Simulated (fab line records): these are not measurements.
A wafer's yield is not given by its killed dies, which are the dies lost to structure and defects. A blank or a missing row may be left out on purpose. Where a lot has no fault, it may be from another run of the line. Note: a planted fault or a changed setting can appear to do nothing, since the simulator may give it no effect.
Chamber matching	flow n5-finfet	N5_BEOL_M4_PRE_CLEAN_60 on cvd-co-01 has 3 sister chambers
The step time 15 s. 6 wafers are shown with their chamber, then 10 later ones without.

WAFERS PAIRED WITH THEIR CHAMBERS
wafer	chamber	heater-power-w (W)
L079.5	1	105
L087.3	0	68
L087.4	0	67
L087.5	2	89
L088.1	2	87
L088.3	1	107

WAFERS WHOSE CHAMBER IS MISSING
wafer	heater-power-w (W)
L088.5	90
L091.1	89
L091.2	108
L091.6	109
L094.1	92
L094.2	109
L094.3	68
L097.1	69
L097.3	109
L097.5	90

WHICH CHAMBER EACH WENT THROUGH
wafer	from the rows above	in truth
L088.5	2	2
L091.1	2	2
L091.2	1	1
L091.6	1	1
L094.1	2	2
L094.2	1	1
L094.3	0	0
L097.1	0	0
L097.3	1	1
L097.5	2	2
Correctly placed: 10 of 10. Can't be placed from these rows: 0. Number placed wrongly: 0.
How it was worked out, from the rows above alone: a wafer's distance from a chamber is the root of the sum, over the readings, of the square of ((its reading less the chamber's mean) divided by the reading's scatter). If the next closest chamber is less than 2 further off than the closest, the wafer can't be placed; otherwise it belongs to the closest. Each chamber's mean is taken over the wafers shown for it. The scatter is the square root of a quotient: the sum, over the shown wafers, of each reading's squared deviation from its chamber's mean, divided by wafers minus chambers.
